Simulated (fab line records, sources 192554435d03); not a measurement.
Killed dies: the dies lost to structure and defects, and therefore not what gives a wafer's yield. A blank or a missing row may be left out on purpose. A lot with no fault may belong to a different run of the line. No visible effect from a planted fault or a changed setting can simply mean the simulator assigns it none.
fab line records	flow n5_finfet
record: lots: 24	wafers: 72	last_day: 17
route steps=1938 shown BEOL_M1@818 BEOL_M2@842
lots that met no fault: taken from a fault-free run of the same line
start_h: the number of hours between the record's first day and the start of the first shown wafer of the lot	wait_h: time in hours since the lot's previous step	" unchanged from the row above	L1.1+2: a single row standing in for several wafers	- no value, or no start given	* or withheld: withheld	< > ~ a bound
route shown NAME@n: names a module that has steps shown in the file, with the first one's number in the route	usual: mean/standard deviation taken from wafers without a fault	same: alike in all rows	chamber/n: place in a boat	sites: readings site by site	_std_site: standard deviation across them	_edge_site: mean of outer sites minus mean of inner sites	radius_mm: how far each site lies from the wafer's centre	mask NAME#n: copy n	behind: the most recent tool/chamber to have shaped the wafer	hold: cause of the lot's hold/its duration in hours/its outcome	device: whichever transistor did not switch (one of n, p or np)	end of line: the route-end tests of the same wafers	a step given without rows: its recipe and nothing more	killed: dies lost to structure and defects at the first sort, not the wafer's yield	map: per-die view of a wafer (x killed, . not killed, _ where there is no die)
set.NAME: setting as actually run; set.NAME@STEP: the setting as run at that earlier step	model.NAME: the simulator's own value behind a step, which no gauge read
the route's steps for a sample of lots (tables are steps, rows are wafers)
services: the hour from which a tool's chamber was out of use, counted from the record's first day as start_h (under 0 if before that day), plus the number of hours and why
== steps ==
step: N5_BEOL_M1_SPUTTER_81
recipe: material: Cu	target_thk_a: 45	temp_c: -20	chamber_pressure_pa: 0.07	power_w: withheld	time_s: 8.29
usual: throttle_valve_pct: 29.8/1.1
lot.wafer	tool	chamber	start_h	wait_h	throttle_valve_pct
L074.1	pvd_sputter-01	-	134.47	0.1	28.8
L074.2	"	-	"	"	29.1
L074.3	"	-	"	"	28.4
L075.2	pvd_sputter-03	-	137.57	0.1	29.6
L075.5	"	-	"	"	31.4
L075.6	"	-	"	"	31.4
L076.3	pvd_sputter-01	-	141.60	0.1	28.6
L076.4	"	-	"	"	30.8
L076.5	"	-	"	"	28.9
L077.3	pvd_sputter-02	-	144.83	0.1	29.2
L077.5	"	-	"	"	29.2
L077.6	"	-	"	"	30.5
L078.2	pvd_sputter-01	-	157.65	0.1	30.8
L078.3	"	-	"	"	29.3
L078.4	"	-	"	"	28.8
L079.1	pvd_sputter-01	-	162.19	0.1	29.3
L079.3	"	-	"	"	28.9
L079.4	"	-	"	"	28.6
L080.2	pvd_sputter-01	-	170.15	0.1	28.8
L080.4	"	-	"	"	30.9
L080.6	"	-	"	"	29.1
L081.2	pvd_sputter-03	-	174.40	0.1	28.0
L081.5	"	-	"	"	29.2
L081.6	"	-	"	"	31.4
L082.1	pvd_sputter-03	-	177.96	0.1	31.3
L082.4	"	-	"	"	31.5
L082.5	"	-	"	"	28.0
L083.1	pvd_sputter-02	-	191.76	0.1	30.1
L083.4	"	-	"	"	30.8
L083.6	"	-	"	"	30.3
L084.1	pvd_sputter-03	-	192.58	0.1	28.0
L084.3	"	-	"	"	31.3
L084.4	"	-	"	"	29.6
L085.3	pvd_sputter-01	-	195.33	0.1	30.7
L085.5	"	-	"	"	28.7
L085.6	"	-	"	"	30.9
L086.1	pvd_sputter-03	-	203.98	0.1	31.2
L086.2	"	-	"	"	29.5
L086.4	"	-	"	"	31.6
L087.1	pvd_sputter-03	-	206.48	0.1	31.7
L087.3	"	-	"	"	28.2
L087.6	"	-	"	"	31.5
L088.1	pvd_sputter-02	-	225.46	0.1	30.1
L088.2	"	-	"	"	29.2
L088.4	"	-	"	"	30.6
L090.3	pvd_sputter-02	-	228.44	0.1	29.4
L090.4	"	-	"	"	29.3
L090.6	"	-	"	"	29.5
L089.1	pvd_sputter-03	-	230.54	0.1	31.6
L089.2	"	-	"	"	31.6
L089.4	"	-	"	"	29.8
L091.2	pvd_sputter-02	-	233.70	0.1	29.4
L091.3	"	-	"	"	29.1
L091.5	"	-	"	"	29.2
L092.2	pvd_sputter-01	-	237.45	0.1	28.5
L092.3	"	-	"	"	29.1
L092.4	"	-	"	"	28.8
L093.4	pvd_sputter-03	-	246.63	0.1	31.5
L093.5	"	-	"	"	31.7
L093.6	"	-	"	"	29.3
L094.1	pvd_sputter-02	-	254.21	0.1	29.1
L094.3	"	-	"	"	30.5
L094.5	"	-	"	"	29.0
L095.3	pvd_sputter-02	-	258.09	0.1	30.1
L095.4	"	-	"	"	30.5
L095.5	"	-	"	"	30.4
L096.3	pvd_sputter-01	-	267.27	0.1	28.8
L096.5	"	-	"	"	28.9
L096.6	"	-	"	"	28.9
L097.1	pvd_sputter-01	-	269.35	0.1	30.7
L097.3	"	-	"	"	29.0
L097.5	"	-	"	"	30.8
step: N5_BEOL_M1_THK_MEAS_53
recipe: thk_meas_gauge: xrf	reads: Cu_of_BEOL_M1_ECD_50
usual: M1_THK: 39.5/1.5
lot.wafer	tool	chamber	start_h	wait_h	M1_THK[nm]
L074.1	film_metro-01	-	136.59	-	40.0
L074.2	"	-	"	"	39.8
L074.3	"	-	"	"	38.7
L075.2	film_metro-02	-	139.68	-	40.0
L075.5	"	-	"	"	37.4
L075.6	"	-	"	"	38.7
L076.3	film_metro-01	-	143.71	-	39.2
L076.4	"	-	"	"	39.0
L076.5	"	-	"	"	40.6
L077.3	film_metro-01	-	147.29	-	38.6
L077.5	"	-	"	"	42.1
L077.6	"	-	"	"	41.9
L078.2	film_metro-02	-	160.19	-	39.2
L078.3	"	-	"	"	40.1
L078.4	"	-	"	"	40.4
L079.1	film_metro-01	-	165.70	-	40.6
L079.3	"	-	"	"	40.8
L079.4	"	-	"	"	39.8
L080.2	film_metro-02	-	172.26	-	37.1
L080.4	"	-	"	"	38.6
L080.6	"	-	"	"	38.1
L081.2	film_metro-01	-	176.50	-	38.3
L081.5	"	-	"	"	38.8
L081.6	"	-	"	"	40.1
L082.1	film_metro-02	-	180.07	-	37.5
L082.4	"	-	"	"	40.7
L082.5	"	-	"	"	38.4
L083.1	film_metro-01	-	193.87	-	37.8
L083.4	"	-	"	"	35.7
L083.6	"	-	"	"	38.4
L084.1	film_metro-02	-	194.90	-	36.9
L084.3	"	-	"	"	38.9
L084.4	"	-	"	"	38.9
L085.3	film_metro-01	-	198.62	-	38.5
L085.5	"	-	"	"	39.0
L085.6	"	-	"	"	40.8
L086.1	film_metro-01	-	206.30	-	38.5
L086.2	"	-	"	"	38.1
L086.4	"	-	"	"	39.3
L087.1	film_metro-01	-	208.93	-	37.7
L087.3	"	-	"	"	38.1
L087.6	"	-	"	"	39.9
L088.1	film_metro-02	-	227.62	-	37.7
L088.2	"	-	"	"	38.7
L088.4	"	-	"	"	38.6
L090.3	film_metro-02	-	230.55	-	39.3
L090.4	"	-	"	"	41.7
L090.6	"	-	"	"	42.6
L089.1	film_metro-01	-	232.67	-	37.9
L089.2	"	-	"	"	36.3
L089.4	"	-	"	"	39.3
L091.2	film_metro-02	-	235.81	-	39.4
L091.3	"	-	"	"	41.2
L091.5	"	-	"	"	42.1
L092.2	film_metro-01	-	239.67	-	39.9
L092.3	"	-	"	"	39.9
L092.4	"	-	"	"	40.9
L093.4	film_metro-02	-	248.94	-	39.1
L093.5	"	-	"	"	42.8
L093.6	"	-	"	"	40.9
L094.1	film_metro-01	-	256.31	-	41.1
L094.3	"	-	"	"	40.4
L094.5	"	-	"	"	42.2
L095.3	film_metro-01	-	260.20	-	40.7
L095.4	"	-	"	"	41.2
L095.5	"	-	"	"	39.7
L096.3	film_metro-02	-	269.38	-	36.2
L096.5	"	-	"	"	39.8
L096.6	"	-	"	"	37.6
L097.1	film_metro-02	-	271.46	-	38.0
L097.3	"	-	"	"	39.2
L097.5	"	-	"	"	41.5
step: N5_BEOL_M2_THK_MEAS_01
recipe: reads: SiOC_of_BEOL_M2_ILD_DEP_00
usual: M2_ILD_THK: 79.3/1
lot.wafer	tool	chamber	start_h	wait_h	M2_ILD_THK[nm]
L074.1	film_metro-01	-	137.11	0.0	77.5
L074.2	"	-	"	"	78.2
L074.3	"	-	"	"	79.5
L075.2	film_metro-01	-	140.07	0.1	78.4
L075.5	"	-	"	"	80.1
L075.6	"	-	"	"	80.6
L076.3	film_metro-01	-	144.10	0.1	80.1
L076.4	"	-	"	"	80.2
L076.5	"	-	"	"	79.6
L077.3	film_metro-02	-	147.68	0.1	79.7
L077.5	"	-	"	"	81.3
L077.6	"	-	"	"	79.7
L078.2	film_metro-02	-	160.58	0.1	78.8
L078.3	"	-	"	"	79.7
L078.4	"	-	"	"	80.1
L079.1	film_metro-02	-	166.09	0.0	77.8
L079.3	"	-	"	"	77.9
L079.4	"	-	"	"	79.1
L080.2	film_metro-01	-	172.65	0.1	78.6
L080.4	"	-	"	"	79.7
L080.6	"	-	"	"	80.1
L081.2	film_metro-02	-	176.93	0.1	78.0
L081.5	"	-	"	"	79.2
L081.6	"	-	"	"	80.4
L082.1	film_metro-02	-	180.46	0.0	78.2
L082.4	"	-	"	"	79.8
L082.5	"	-	"	"	80.9
L083.1	film_metro-01	-	194.26	0.0	79.8
L083.4	"	-	"	"	80.8
L083.6	"	-	"	"	79.9
L084.1	film_metro-01	-	195.50	0.0	78.1
L084.3	"	-	"	"	78.5
L084.4	"	-	"	"	78.8
L085.3	film_metro-01	-	199.01	0.1	79.6
L085.5	"	-	"	"	80.8
L085.6	"	-	"	"	80.7
L086.1	film_metro-02	-	206.82	0.1	78.3
L086.2	"	-	"	"	78.3
L086.4	"	-	"	"	78.9
L087.1	film_metro-01	-	209.34	0.1	77.8
L087.3	"	-	"	"	78.9
L087.6	"	-	"	"	79.8
L088.1	film_metro-02	-	228.01	0.0	78.6
L088.2	"	-	"	"	78.3
L088.4	"	-	"	"	79.3
L090.3	film_metro-01	-	230.97	0.1	80.0
L090.4	"	-	"	"	81.1
L090.6	"	-	"	"	80.2
L089.1	film_metro-02	-	233.09	0.0	77.1
L089.2	"	-	"	"	78.9
L089.4	"	-	"	"	79.2
L091.2	film_metro-01	-	236.22	0.1	78.5
L091.3	"	-	"	"	80.3
L091.5	"	-	"	"	80.9
L092.2	film_metro-01	-	240.09	0.1	77.2
L092.3	"	-	"	"	78.3
L092.4	"	-	"	"	79.7
L093.4	film_metro-02	-	249.33	0.0	79.0
L093.5	"	-	"	"	79.7
L093.6	"	-	"	"	79.0
L094.1	film_metro-02	-	256.76	0.0	78.2
L094.3	"	-	"	"	78.0
L094.5	"	-	"	"	80.7
L095.3	film_metro-01	-	260.59	0.1	78.5
L095.4	"	-	"	"	80.2
L095.5	"	-	"	"	81.0
L096.3	film_metro-01	-	269.77	0.1	79.0
L096.5	"	-	"	"	80.9
L096.6	"	-	"	"	80.1
L097.1	film_metro-02	-	271.85	0.0	78.8
L097.3	"	-	"	"	78.5
L097.5	"	-	"	"	79.2
step: N5_BEOL_M2_PECVD_72
recipe: material: SiO2	target_thk_a: 160	temp_c: 400	precursor: TEOS/O2	pressure_torr: 5.5	rf_w: 450	teos_flow_sccm: 53.8	gas: O2	flow_sccm: 3000	time_s: 18
usual: chamber_pressure_Torr: 5.501/0.011	heater_power_outer_w: 435/66	heater_power_w: 695/86	showerhead_plenum_p_Torr: 8.81/0.037	throttle_valve_pct: 22.3/1.3
lot.wafer	tool	chamber	start_h	wait_h	chamber_pressure_Torr	heater_power_outer_w	heater_power_w	showerhead_plenum_p_Torr	throttle_valve_pct
L074.1	pecvd-04	1	137.14	0.0	5.516	472	825	8.72	21.0
L074.2	"	2	"	"	5.512	525	869	8.80	21.6
L074.3	"	0	"	"	5.504	388	649	8.75	24.1
L075.2	pecvd-04	1	140.11	0.0	5.502	379	711	8.73	20.6
L075.5	"	2	"	"	5.504	501	831	8.79	21.4
L075.6	"	1	"	"	5.512	380	722	8.75	21.0
L076.3	pecvd-02	2	144.13	0.0	5.514	388	637	8.76	19.5
L076.4	"	2	"	"	5.493	381	670	8.78	19.2
L076.5	"	0	"	"	5.492	510	774	8.84	23.0
L077.3	pecvd-03	1	147.71	0.0	5.501	378	625	8.81	23.1
L077.5	"	1	"	"	5.511	373	627	8.82	23.1
L077.6	"	2	"	"	5.506	398	643	8.85	21.4
L078.2	pecvd-03	1	160.62	0.0	5.491	400	637	8.83	23.2
L078.3	"	0	"	"	5.493	433	646	8.80	23.0
L078.4	"	1	"	"	5.512	404	640	8.84	23.0
L079.1	pecvd-03	0	166.13	0.0	5.481	475	678	8.82	23.1
L079.3	"	2	"	"	5.495	337	560	8.87	21.5
L079.4	"	0	"	"	5.510	469	681	8.82	22.9
L080.2	pecvd-03	0	172.69	0.0	5.519	432	623	8.83	23.0
L080.4	"	0	"	"	5.504	431	622	8.83	23.1
L080.6	"	1	"	"	5.492	363	611	8.82	23.3
L081.2	pecvd-03	1	176.97	0.0	5.485	381	637	8.82	23.1
L081.5	"	2	"	"	5.505	406	635	8.85	21.3
L081.6	"	0	"	"	5.516	439	636	8.82	23.0
L082.1	pecvd-02	1	180.50	0.0	5.492	547	782	8.83	23.3
L082.4	"	1	"	"	5.503	541	777	8.84	22.9
L082.5	"	0	"	"	5.516	511	817	8.84	23.2
L083.1	pecvd-04	0	194.29	0.0	5.491	389	654	8.76	24.2
L083.4	"	2	"	"	5.499	524	856	8.79	21.6
L083.6	"	1	"	"	5.505	433	775	8.74	20.8
L084.1	pecvd-02	2	195.53	0.0	5.503	311	549	8.77	19.5
L084.3	"	1	"	"	5.478	489	739	8.82	23.1
L084.4	"	1	"	"	5.493	506	745	8.83	23.2
L085.3	pecvd-02	1	199.05	0.0	5.503	496	700	8.85	22.9
L085.5	"	0	"	"	5.499	449	718	8.84	23.0
L085.6	"	2	"	"	5.497	372	630	8.75	19.8
L086.1	pecvd-03	0	206.86	0.0	5.481	432	640	8.81	23.5
L086.2	"	1	"	"	5.501	382	618	8.82	23.2
L086.4	"	1	"	"	5.509	372	603	8.81	23.2
L087.1	pecvd-04	1	209.37	0.0	5.496	414	769	8.74	21.1
L087.3	"	0	"	"	5.486	438	702	8.78	23.8
L087.6	"	2	"	"	5.496	459	784	8.81	21.6
L088.1	pecvd-02	1	228.04	0.0	5.505	581	842	8.80	22.8
L088.2	"	2	"	"	5.498	397	672	8.77	19.6
L088.4	"	1	"	"	5.524	581	864	8.82	23.2
L090.3	pecvd-03	1	231.02	0.1	5.484	378	620	8.80	23.2
L090.4	"	0	"	"	5.509	450	646	8.85	23.3
L090.6	"	1	"	"	5.499	386	628	8.82	23.1
L089.1	pecvd-04	2	233.12	0.0	5.491	490	822	8.80	21.5
L089.2	"	0	"	"	5.485	368	612	8.76	23.9
L089.4	"	2	"	"	5.509	493	837	8.81	21.7
L091.2	pecvd-03	0	236.26	0.0	5.528	471	690	8.80	23.4
L091.3	"	1	"	"	5.504	382	650	8.80	23.0
L091.5	"	2	"	"	5.506	367	621	8.84	20.6
L092.2	pecvd-02	0	240.12	0.0	5.510	532	807	8.85	23.2
L092.3	"	1	"	"	5.498	577	873	8.84	23.1
L092.4	"	0	"	"	5.491	537	830	8.82	23.3
L093.4	pecvd-03	0	249.38	0.1	5.483	449	660	8.83	23.4
L093.5	"	1	"	"	5.507	351	588	8.81	23.0
L093.6	"	2	"	"	5.517	421	660	8.85	20.3
L094.1	pecvd-02	0	256.80	0.0	5.491	489	777	8.83	23.4
L094.3	"	2	"	"	5.507	391	646	8.76	19.3
L094.5	"	2	"	"	5.520	380	640	8.75	19.9
L095.3	pecvd-02	1	260.62	0.0	5.506	523	786	8.85	23.1
L095.4	"	0	"	"	5.490	483	754	8.84	23.5
L095.5	"	2	"	"	5.480	391	661	8.76	20.0
L096.3	pecvd-02	2	269.80	0.0	5.511	313	563	8.75	19.9
L096.5	"	1	"	"	5.510	533	772	8.86	23.1
L096.6	"	0	"	"	5.504	491	763	8.83	23.4
L097.1	pecvd-03	2	271.89	0.0	5.494	412	698	8.85	20.5
L097.3	"	1	"	"	5.519	381	643	8.84	23.4
L097.5	"	1	"	"	5.503	390	628	8.83	23.0
step: N5_BEOL_M2_DESCUM_33
recipe: chemistry: O2	time_s: 7	source_power_w: 50	bias_power_w: 20	pressure_mtorr: 20	rf_frequency_hz: 2.712e+07	temp_c: 40	resist: CAR-EUV	o2_flow_sccm: 225
usual: drypump_motor_current_A: 5.9/0.36	oes_product_au: 0.80/0.095	rf_vpp_V: 243.4/1.4	showerhead_plenum_p_Torr: 2.10/0.08	throttle_valve_pct: 20.31/0.16
lot.wafer	tool	chamber	start_h	wait_h	drypump_motor_current_A	oes_product_au	rf_hours_counter_h	rf_vpp_V	showerhead_plenum_p_Torr	throttle_valve_pct
L074.1	rie_diel-04	3	139.22	0.5	5.5	0.86	46	242.6	2.03	20.09
L074.2	"	1	"	"	5.7	0.77	162	245.2	2.19	20.35
L074.3	"	2	"	"	6.3	0.72	224	241.7	2.08	20.63
L075.2	rie_diel-03	1	143.35	0.5	6.2	0.94	3	245.2	2.16	20.44
L075.5	"	1	"	"	6.3	0.93	-	244.6	2.16	20.42
L075.6	"	3	"	"	6.1	0.86	-	244.6	2.12	20.26
L076.3	rie_diel-02	1	145.62	0.0	5.6	0.68	226	241.7	1.98	20.46
L076.4	"	3	"	"	6.3	0.73	189	244.3	2.16	20.07
L076.5	"	2	"	"	5.9	0.74	-	241.7	2.00	20.38
L077.3	rie_diel-02	1	153.22	0.0	5.6	0.67	229	241.9	1.98	20.50
L077.5	"	0	"	"	5.9	0.91	-	243.6	2.12	20.24
L077.6	"	3	"	"	6.3	0.73	-	245.2	2.16	20.07
L078.2	rie_diel-03	1	166.79	0.0	6.3	0.91	12	244.3	2.15	20.44
L078.3	"	3	"	"	6.0	0.87	57	243.3	2.11	20.29
L078.4	"	2	"	"	4.8	0.68	-	242.6	2.05	20.65
L079.1	rie_diel-03	1	168.17	0.0	6.2	0.91	12	243.0	2.15	20.45
L079.3	"	2	"	"	4.8	0.68	271	241.8	2.05	20.64
L079.4	"	3	"	"	6.1	0.86	-	243.2	2.11	20.30
L080.2	rie_diel-04	1	175.39	0.7	5.7	0.75	175	244.0	2.19	20.36
L080.4	"	2	"	"	6.3	0.71	238	243.4	2.08	20.66
L080.6	"	1	"	"	5.7	0.75	-	243.3	2.18	20.38
L081.2	rie_diel-03	0	178.89	0.0	5.7	0.97	5	242.4	2.04	20.12
L081.5	"	1	"	"	6.2	0.91	-	243.8	2.15	20.46
L081.6	"	3	"	"	6.1	0.85	-	243.6	2.11	20.32
L082.1	rie_diel-04	1	184.74	0.0	5.7	0.74	178	244.4	2.18	20.37
L082.4	"	2	"	"	6.3	0.70	241	243.0	2.08	20.66
L082.5	"	2	"	"	6.2	0.71	-	243.2	2.08	20.68
L083.1	rie_diel-02	0	195.95	0.0	5.9	0.88	58	242.9	2.12	20.26
L083.4	"	1	"	"	5.6	0.67	243	240.6	1.98	20.51
L083.6	"	0	"	"	5.9	0.88	-	244.8	2.12	20.25
L084.1	rie_diel-02	1	197.40	0.0	5.6	0.67	243	241.9	1.98	20.51
L084.3	"	0	"	"	5.9	0.89	58	243.6	2.12	20.25
L084.4	"	2	"	"	5.9	0.73	177	241.2	1.99	20.40
L085.3	rie_diel-02	1	201.62	0.0	5.6	0.67	245	242.1	1.98	20.51
L085.5	"	3	"	"	6.3	0.71	-	243.3	2.15	20.10
L085.6	"	2	"	"	5.9	0.73	-	241.4	1.99	20.41
L086.1	rie_diel-02	1	209.54	0.0	5.6	0.67	247	242.8	1.97	20.50
L086.2	"	2	"	"	5.9	0.73	180	241.8	1.99	20.42
L086.4	"	0	"	"	5.9	0.88	61	245.2	2.11	20.25
L087.1	rie_diel-02	2	213.46	0.0	5.9	0.73	181	240.7	1.99	20.41
L087.3	"	0	"	"	5.9	0.89	62	245.7	2.11	20.26
L087.6	"	3	"	"	6.3	0.71	-	245.9	2.15	20.08
L088.1	rie_diel-04	3	233.57	1.9	5.5	0.79	82	241.8	2.01	20.14
L088.2	"	1	"	"	5.7	0.74	192	243.2	2.18	20.38
L088.4	"	3	"	"	5.5	0.79	-	242.6	2.01	20.13
L090.3	rie_diel-02	0	237.29	1.6	5.9	0.85	75	244.4	2.11	20.29
L090.4	"	0	"	"	5.9	0.85	-	243.9	2.11	20.29
L090.6	"	3	"	"	6.3	0.70	-	243.5	2.15	20.12
L089.1	rie_diel-04	1	238.66	2.3	5.7	0.74	195	244.1	2.18	20.39
L089.2	"	3	"	"	5.6	0.80	86	244.0	2.01	20.15
L089.4	"	3	"	"	5.5	0.80	-	242.9	2.01	20.14
L091.2	rie_diel-02	3	241.49	0.6	6.3	0.69	226	244.6	2.14	20.13
L091.3	"	0	"	"	5.9	0.85	78	242.8	2.11	20.29
L091.5	"	3	"	"	6.3	0.70	-	245.2	2.14	20.13
L092.2	rie_diel-04	1	242.91	0.0	5.7	0.74	198	243.9	2.18	20.40
L092.3	"	0	"	"	5.5	0.87	52	244.3	2.22	20.17
L092.4	"	2	"	"	6.3	1.02	-	243.5	2.07	20.27
L093.4	rie_diel-02	1	252.31	0.0	5.6	0.95	4	244.0	2.24	20.16
L093.5	"	0	"	"	5.9	0.85	-	242.9	2.11	20.30
L093.6	"	1	"	"	5.6	0.95	-	244.5	2.24	20.15
L094.1	rie_diel-02	2	259.29	0.1	5.9	0.72	198	241.5	1.99	20.43
L094.3	"	1	"	"	5.6	0.94	5	245.2	2.23	20.17
L094.5	"	0	"	"	5.9	0.84	-	243.8	2.11	20.30
L095.3	rie_diel-02	0	262.57	0.0	5.9	0.86	85	243.9	2.11	20.32
L095.4	"	1	"	"	5.6	0.94	7	245.0	2.23	20.17
L095.5	"	2	"	"	5.9	0.71	-	241.3	1.99	20.43
L096.3	rie_diel-02	1	271.91	0.0	5.6	0.94	10	244.2	2.23	20.16
L096.5	"	2	"	"	5.9	0.72	-	240.7	1.98	20.44
L096.6	"	3	"	"	6.3	0.69	-	243.5	2.14	20.15
L097.1	rie_diel-03	1	275.09	0.0	6.2	0.84	46	244.5	2.14	20.50
L097.3	"	2	"	"	4.8	0.87	22	242.9	2.04	20.24
L097.5	"	0	"	"	5.8	0.89	-	241.7	2.03	20.18
step: N5_BEOL_M2_ALD_84
recipe: material: TaN	target_thk_a: *	temp_c: 275	ald_precursor_family: PDMAT	ald_co_reactant: NH3	pressure_torr: 3	carrier_flow_sccm: 1500	pulse_time_s: 2	purge_time_s: 3	co_reactant_purge_time_s: 2	co_reactant_pulse_time_s: 3	ald_cycles: 30	precursor_vessel_temp_c: 75	precursor_vessel_pressure_torr: 26.25	precursor_vessel_carrier_sccm: 1000
usual: chamber_pressure_Torr: 3.000/0.0064	heater_power_outer_w: 233/29	heater_power_w: 428/50
lot.wafer	tool	chamber	start_h	wait_h	chamber_pressure_Torr	heater_power_outer_w	heater_power_w
L074.1	ald_metal-01	1	141.08	0.1	2.990	182	353
L074.2	"	0	"	"	2.998	222	444
L074.3	"	2	"	"	3.001	227	396
L075.2	ald_metal-04	2	144.41	0.0	2.999	292	500
L075.5	"	1	"	"	3.001	272	475
L075.6	"	0	"	"	2.997	207	381
L076.3	ald_metal-01	3	147.49	0.1	2.994	203	395
L076.4	"	2	"	"	3.001	230	409
L076.5	"	1	"	"	3.000	183	356
L077.3	ald_metal-01	3	154.83	0.0	3.002	201	384
L077.5	"	2	"	"	2.996	225	390
L077.6	"	3	"	"	3.001	198	384
L078.2	ald_metal-04	0	170.11	0.0	2.999	208	371
L078.3	"	2	"	"	3.005	293	504
L078.4	"	3	"	"	2.986	238	442
L079.1	ald_metal-03	1	170.69	0.1	2.995	260	434
L079.3	"	3	"	"	3.004	245	451
L079.4	"	2	"	"	2.992	224	397
L080.2	ald_metal-04	2	177.34	0.1	2.999	286	502
L080.4	"	3	"	"	3.000	234	434
L080.6	"	3	"	"	3.011	230	443
L081.2	ald_metal-01	0	180.20	0.0	3.002	232	456
L081.5	"	3	"	"	2.999	198	386
L081.6	"	2	"	"	3.004	225	397
L082.1	ald_metal-03	3	189.41	0.0	3.015	243	447
L082.4	"	0	"	"	3.005	256	514
L082.5	"	2	"	"	2.997	223	395
L083.1	ald_metal-04	2	197.38	0.1	3.003	279	511
L083.4	"	3	"	"	3.002	233	419
L083.6	"	1	"	"	2.998	261	463
L084.1	ald_metal-01	1	199.98	0.0	3.005	187	360
L084.3	"	3	"	"	2.986	201	394
L084.4	"	2	"	"	2.998	235	396
L085.3	ald_metal-04	1	202.60	0.0	2.994	266	476
L085.5	"	3	"	"	2.999	239	441
L085.6	"	0	"	"	2.999	211	377
L086.1	ald_metal-03	0	213.12	0.0	2.992	259	525
L086.2	"	1	"	"	2.999	262	429
L086.4	"	3	"	"	3.001	246	454
L087.1	ald_metal-01	0	233.07	0.0	2.997	223	459
L087.3	"	1	"	"	2.996	176	362
L087.6	"	1	"	"	2.998	177	358
L088.1	ald_metal-03	2	236.94	0.1	3.002	216	385
L088.2	"	3	"	"	2.998	244	457
L088.4	"	1	"	"	3.001	261	441
L090.3	ald_metal-03	2	241.61	0.2	2.998	225	387
L090.4	"	3	"	"	2.995	245	461
L090.6	"	3	"	"	2.985	243	457
L092.2	ald_metal-04	0	248.27	0.0	2.997	213	368
L092.3	"	3	"	"	3.000	242	433
L092.4	"	1	"	"	2.986	261	465
L089.1	ald_metal-03	2	248.71	0.0	3.001	223	386
L089.2	"	1	"	"	3.010	252	435
L089.4	"	3	"	"	3.000	248	446
L091.2	ald_metal-03	2	249.58	0.3	3.003	222	373
L091.3	"	0	"	"	3.005	257	529
L091.5	"	2	"	"	2.999	223	395
L093.4	ald_metal-01	1	256.59	0.1	2.995	181	362
L093.5	"	2	"	"	2.991	228	400
L093.6	"	1	"	"	3.011	188	351
L094.1	ald_metal-01	0	264.09	0.1	3.000	234	452
L094.3	"	1	"	"	2.998	181	361
L094.5	"	1	"	"	3.000	177	358
L095.3	ald_metal-03	0	270.88	0.0	2.995	264	533
L095.4	"	2	"	"	3.001	225	390
L095.5	"	1	"	"	2.998	259	432
L096.3	ald_metal-01	0	279.88	0.1	3.005	233	450
L096.5	"	0	"	"	2.999	228	452
L096.6	"	1	"	"	3.017	182	343
L097.1	ald_metal-04	1	286.44	0.0	3.002	269	476
L097.3	"	0	"	"	2.991	206	381
L097.5	"	1	"	"	3.001	267	476
== services ==
tool	chamber	start_h	hours	kind
rie_diel-02	3	117.67	8.6	repair
pecvd-04	-	119.65	6.0	pm
rie_diel-04	-	122.84	15.6	pm
ald_metal-04	2	134.49	3.6	repair
pecvd-04	-	162.33	0.7	repair
ald_metal-03	0	168.07	4.2	repair
pecvd-03	-	181.69	5.5	pm
pecvd-02	-	191.46	0.7	repair
pvd_sputter-02	-	200.34	4.0	repair
pecvd-03	2	202.38	-	clean
pecvd-03	2	202.38	-	consumable_replace:showerhead
pecvd-03	2	202.38	29.0	scheduled_down
pecvd-02	-	206.66	0.6	repair
ald_metal-03	0	206.81	2.8	repair
rie_diel-03	-	212.07	0.1	repair
rie_diel-02	1	219.16	-	clean
rie_diel-02	1	219.16	-	consumable_replace:focus_ring
rie_diel-02	1	219.16	-	consumable_replace:showerhead
rie_diel-02	1	219.16	21.4	scheduled_down
rie_diel-02	1	219.16	21.4	vent_cycle
pecvd-02	-	219.26	2.8	pm
rie_diel-03	-	223.88	15.6	pm
pecvd-02	2	232.76	12.9	repair
rie_diel-04	3	238.86	7.2	repair
== key ==
fault none
